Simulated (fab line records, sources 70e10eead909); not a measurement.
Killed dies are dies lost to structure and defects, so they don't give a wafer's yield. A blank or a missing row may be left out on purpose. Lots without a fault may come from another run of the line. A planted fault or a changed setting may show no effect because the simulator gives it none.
Which tool did it? | flow nand_harc | 24 lots, 72 wafers sampled, at 5 steps of a route of 1302

WHAT THE GAUGES READ, wafer by wafer
NHARC_A_SGD_CUT_CD_MEAS_09: target cd 100 nm. Usual: cd_nm 99.6 nm, standard deviation 0.7.
lot  | measured     | on        | cd_nm (nm)        | flag
L074 | day 18 17:07 | cd_sem-01 | 99.0 98.1 98.8    |
L075 | day 19 13:58 | cd_sem-02 | 99.1 99.8 99.9    |
L076 | day 19 14:01 | cd_sem-03 | 100.3 100.1 99.5  |
L078 | day 20 17:36 | cd_sem-03 | 100.0 99.6 99.7   |
L077 | day 20 17:11 | cd_sem-01 | 99.9 99.6 100.0   |
L079 | day 20 17:26 | cd_sem-02 | 99.2 100.0 99.0   |
L080 | day 21 13:11 | cd_sem-02 | 99.4 100.0 98.6   |
L081 | day 22 10:49 | cd_sem-01 | 99.0 99.2 98.6    |
L082 | day 22 11:07 | cd_sem-02 | 99.9 99.4 100.3   |
L083 | day 23 09:09 | cd_sem-02 | 98.5 99.6 98.7    |
L084 | day 23 08:49 | cd_sem-01 | 99.4 99.3 99.9    |
L085 | day 23 18:56 | cd_sem-01 | 99.3 99.6 99.7    |
L086 | day 24 02:20 | cd_sem-02 | 100.7 101.0 100.4 |
L088 | day 24 17:07 | cd_sem-01 | 99.4 98.6 99.6    |
L087 | day 24 17:22 | cd_sem-02 | 98.8 99.3 99.6    |
L091 | day 25 12:11 | cd_sem-03 | 99.0 98.7 98.7    |
L089 | day 25 08:48 | cd_sem-03 | 99.5 99.6 99.4    |
L090 | day 25 21:23 | cd_sem-03 | 99.9 99.4 99.9    |
L092 | day 26 18:24 | cd_sem-03 | 99.7 99.3 98.8    |
L093 | day 26 18:19 | cd_sem-01 | 99.5 100.2 101.1  |
L094 | day 27 04:32 | cd_sem-02 | 101.6 101.2 100.7 |
L095 | day 27 14:52 | cd_sem-02 | 99.4 99.8 99.8    |
L096 | day 27 15:26 | cd_sem-02 | 98.7 98.7 99.2    |
L097 | day 28 16:11 | cd_sem-03 | 98.8 99.2 99.4    |

NHARC_A_SGD_CUT_INSPECT_11. Usual: raw_defect_count 56, standard deviation 31.
lot  | measured     | on                | raw_defect_count | flag
L074 | day 18 17:14 | defect_inspect-01 | 64 49 58         |
L075 | day 19 14:05 | defect_inspect-01 | 58 52 55         |
L076 | day 19 14:11 | defect_inspect-01 | 103 118 129      |
L078 | day 20 17:43 | defect_inspect-01 | 103 110 95       |
L077 | day 20 17:19 | defect_inspect-02 | 20 31 10         |
L079 | day 20 17:34 | defect_inspect-02 | 26 18 24         |
L080 | day 21 13:19 | defect_inspect-02 | 59 75 76         |
L081 | day 22 10:57 | defect_inspect-01 | 28 20 23         |
L082 | day 22 11:14 | defect_inspect-02 | 121 119 106      |
L083 | day 23 09:16 | defect_inspect-02 | 78 78 74         |
L084 | day 23 08:57 | defect_inspect-02 | 27 35 35         |
L085 | day 23 19:03 | defect_inspect-02 | 22 19 11         |
L086 | day 24 02:28 | defect_inspect-02 | 36 22 29         |
L088 | day 24 17:15 | defect_inspect-02 | 75 107 90        |
L087 | day 24 17:29 | defect_inspect-02 | 21 13 9          |
L091 | day 25 12:19 | defect_inspect-02 | 54 60 61         |
L089 | day 25 08:55 | defect_inspect-01 | 84 74 100        |
L090 | day 25 21:31 | defect_inspect-02 | 51 41 51         |
L092 | day 26 18:32 | defect_inspect-02 | 53 51 62         |
L093 | day 26 18:27 | defect_inspect-01 | 48 44 51         |
L094 | day 27 04:40 | defect_inspect-01 | 69 59 69         |
L095 | day 27 14:59 | defect_inspect-01 | 8 6 16           |
L096 | day 27 15:33 | defect_inspect-01 | 61 69 63         |
L097 | day 28 16:18 | defect_inspect-02 | 66 53 57         |

NHARC_A_SGD_CUT_THK_MEAS_22: measures by ellipsometry. Usual: thk_nm 148.0 nm, standard deviation 1.8.
lot  | measured     | on            | thk_nm (nm)       | flag
L074 | day 19 00:19 | film_metro-02 | 150.5 147.0 149.2 |
L075 | day 19 21:55 | film_metro-02 | 147.6 146.0 146.9 |
L076 | day 19 21:49 | film_metro-01 | 145.8 152.1 148.5 |
L078 | day 21 04:54 | film_metro-01 | 146.6 150.6 145.0 |
L077 | day 21 04:54 | film_metro-02 | 151.2 149.2 149.5 |
L079 | day 21 04:55 | film_metro-01 | 145.0 149.1 146.1 |
L080 | day 21 21:21 | film_metro-02 | 146.5 147.1 148.8 |
L081 | day 22 17:10 | film_metro-01 | 147.9 147.4 147.2 |
L082 | day 22 17:10 | film_metro-02 | 144.1 150.4 148.0 |
L083 | day 23 15:20 | film_metro-02 | 143.7 148.8 147.9 |
L084 | day 23 15:12 | film_metro-01 | 147.9 146.8 147.0 |
L085 | day 24 04:14 | film_metro-02 | 148.6 148.5 148.7 |
L086 | day 24 08:53 | film_metro-01 | 149.8 149.3 145.9 |
L088 | day 24 23:29 | film_metro-02 | 148.4 148.5 146.1 |
L087 | day 24 23:29 | film_metro-01 | 146.4 149.7 148.7 |
L091 | day 25 19:40 | film_metro-02 | 146.6 148.1 149.9 |
L089 | day 25 14:59 | film_metro-01 | 150.0 150.0 148.0 |
L090 | day 26 03:43 | film_metro-01 | 143.6 143.2 148.6 |
L092 | day 27 00:31 | film_metro-01 | 146.5 150.6 148.5 |
L093 | day 27 00:31 | film_metro-02 | 148.2 145.1 146.2 |
L094 | day 27 10:52 | film_metro-02 | 148.0 145.8 144.4 |
L095 | day 28 00:37 | film_metro-01 | 145.3 149.6 148.2 |
L096 | day 28 00:37 | film_metro-02 | 147.9 146.6 149.1 |
L097 | day 28 22:23 | film_metro-02 | 146.9 150.6 149.2 |

WHICH TOOL RAN EACH LOT (tool, then ch and the chambers of the sampled wafers, then the start)
lot  | NHARC_A_STAIRCASE_ETCH_273                    | NHARC_A_STAIRCASE_DEP_471
L074 | rie_diel-09 ch 0,3, day 18 15:43 or earlier   | pecvd-04 ch 0,1, day 18 15:43
L075 | rie_diel-02 ch 1,2,3, day 19 12:34 or earlier | pecvd-02 ch 1,2, day 19 12:34
L076 | rie_diel-02 ch 1,2,3, day 19 12:45 or earlier | pecvd-02 ch 0,1,2, day 19 12:45
L078 | rie_diel-09 ch 0,2,3, day 20 16:11 or earlier | pecvd-04 ch 0,1,2, day 20 16:11
L077 | rie_diel-02 ch 0,2,3, day 20 15:57 or earlier | pecvd-04 ch 1,2, day 20 15:57
L079 | rie_diel-09 ch 1,2, day 20 16:01 or earlier   | pecvd-02 ch 0,1,2, day 20 16:01
L080 | rie_diel-09 ch 0,1,3, day 21 11:59 or earlier | pecvd-04 ch 0,1,2, day 21 11:59
L081 | rie_diel-09 ch 0,1,2, day 22 09:32 or earlier | pecvd-03 ch 0,1,2, day 22 09:32
L082 | rie_diel-09 ch 0,1,3, day 22 09:47 or earlier | pecvd-04 ch 0,1,2, day 22 09:47
L083 | rie_diel-12 ch 2,3, day 23 07:46 or earlier   | pecvd-02 ch 0,1, day 23 07:46
L084 | rie_diel-02 ch 1,2, day 23 07:25 or earlier   | pecvd-02 ch 1,2, day 23 07:25
L085 | rie_diel-09 ch 0,2, day 23 17:39 or earlier   | pecvd-02 ch 0,1,2, day 23 17:39
L086 | rie_diel-12 ch 0,1,3, day 24 00:08 or earlier | pecvd-04 ch 0,1,2, day 24 00:08
L088 | rie_diel-09 ch 0,1,2, day 24 15:43 or earlier | pecvd-02 ch 1,2, day 24 15:43
L087 | rie_diel-12 ch 1,2,3, day 24 15:58 or earlier | pecvd-03 ch 0,1,2, day 24 15:58
L091 | rie_diel-02 ch 0,1, day 25 10:55 or earlier   | pecvd-03 ch 0,1,2, day 25 10:55
L089 | rie_diel-09 ch 0,1,2, day 25 07:31 or earlier | pecvd-03 ch 0,1,2, day 25 07:31
L090 | rie_diel-09 ch 0,1, day 25 20:02 or earlier   | pecvd-03 ch 0,1, day 25 20:02
L092 | rie_diel-02 ch 0,3, day 26 17:08 or earlier   | pecvd-04 ch 1,2, day 26 17:08
L093 | rie_diel-09 ch 1,2, day 26 16:56 or earlier   | pecvd-03 ch 0,1,2, day 26 16:56
L094 | rie_diel-12 ch 0,1, day 27 03:16 or earlier   | pecvd-03 ch 0,1,2, day 27 03:16
L095 | rie_diel-09 ch 0,1,2, day 27 13:37 or earlier | pecvd-03 ch 0,2, day 27 13:37
L096 | rie_diel-09 ch 0,1,2, day 27 14:04 or earlier | pecvd-03 ch 0,1,2, day 27 14:04
L097 | rie_diel-12 ch 0,1,3, day 28 14:46 or earlier | pecvd-03 ch 0,2, day 28 14:46
- NHARC_A_STAIRCASE_ETCH_273: etches the open film in C4F8/O2/Ar, target depth 10200 nm, time 2468.6 s.
- NHARC_A_STAIRCASE_DEP_471: deposits SiO2, target thk 100 nm.

WHAT THE TOOLS THEMSELVES READ (means of the sampled wafers that have a number; where no wafer has one, the mark that the record gives instead)
NHARC_A_STAIRCASE_ETCH_273. Usual: oes_product_au 0.941 a.u., standard deviation 0.013; rf_vpp_V 1826 V, standard deviation 9.2.
lot  | tool        | oes_product_au (a.u.) | rf_vpp_V (V) | flag
L074 | rie_diel-09 | 0.925                 | 1822         |
L075 | rie_diel-02 | 0.952                 | 1818         |
L076 | rie_diel-02 | 0.952                 | 1819         |
L078 | rie_diel-09 | 0.931                 | 1825         |
L077 | rie_diel-02 | 0.940                 | 1817         |
L079 | rie_diel-09 | 0.956                 | 1835         |
L080 | rie_diel-09 | 0.950                 | 1824         |
L081 | rie_diel-09 | 0.954                 | 1831         |
L082 | rie_diel-09 | 0.937                 | 1824         |
L083 | rie_diel-12 | 0.932                 | 1834         |
L084 | rie_diel-02 | 0.941                 | 1823         |
L085 | rie_diel-09 | 0.942                 | 1828         |
L086 | rie_diel-12 | 0.951                 | 1823         |
L088 | rie_diel-09 | 0.923                 | 1829         |
L087 | rie_diel-12 | 0.944                 | 1828         |
L091 | rie_diel-02 | 0.944                 | 1826         |
L089 | rie_diel-09 | 0.945                 | 1830         |
L090 | rie_diel-09 | 0.926                 | 1827         |
L092 | rie_diel-02 | 0.946                 | 1820         |
L093 | rie_diel-09 | 0.939                 | 1833         |
L094 | rie_diel-12 | 0.947                 | 1822         |
L095 | rie_diel-09 | 0.933                 | 1830         |
L096 | rie_diel-09 | 0.941                 | 1830         |
L097 | rie_diel-12 | 0.949                 | 1822         |

NHARC_A_STAIRCASE_DEP_471. Usual: heater_power_w 552 W, standard deviation 100; throttle_valve_pct 15.8 %, standard deviation 0.44.
lot  | tool     | heater_power_w (W) | throttle_valve_pct (%) | flag
L074 | pecvd-04 | 484                | 16.2                   |
L075 | pecvd-02 | 629                | 15.7                   |
L076 | pecvd-02 | 658                | 15.9                   |
L078 | pecvd-04 | 464                | 15.9                   |
L077 | pecvd-04 | 407                | 16.3                   |
L079 | pecvd-02 | 677                | 15.9                   |
L080 | pecvd-04 | 541                | 16.0                   |
L081 | pecvd-03 | 538                | 15.7                   |
L082 | pecvd-04 | 478                | 16.1                   |
L083 | pecvd-02 | 648                | 15.6                   |
L084 | pecvd-02 | 641                | 15.8                   |
L085 | pecvd-02 | 662                | 16.0                   |
L086 | pecvd-04 | 504                | 16.1                   |
L088 | pecvd-02 | 632                | 16.2                   |
L087 | pecvd-03 | 532                | 15.3                   |
L091 | pecvd-03 | 557                | 15.3                   |
L089 | pecvd-03 | 492                | 15.3                   |
L090 | pecvd-03 | 559                | 15.3                   |
L092 | pecvd-04 | 467                | 16.2                   |
L093 | pecvd-03 | 542                | 15.4                   |
L094 | pecvd-03 | 547                | 15.3                   |
L095 | pecvd-03 | 454                | 15.5                   |
L096 | pecvd-03 | 509                | 15.4                   |
L097 | pecvd-03 | 515                | 15.6                   |

THE ANSWER, worked out from the rows above alone
Rule: a lot is off if the mean of its wafers that have a number lies more than 3 standard deviations from the usual mean. A lot without any number at a reading at which 4 lots or more have one is off too. The other lots that the step has rows for count as sound. The gauges are gone through in route order, then the tools' own readings, and for those a lot's mean is taken as printed above. The first step at which some lot is off is used, and at that step the reading that is off furthest; a lot without a number counts as furthest.
No lot is off at any reading shown: from this, nothing can be told.

WHAT THE SIMULATOR HAD PUT IN
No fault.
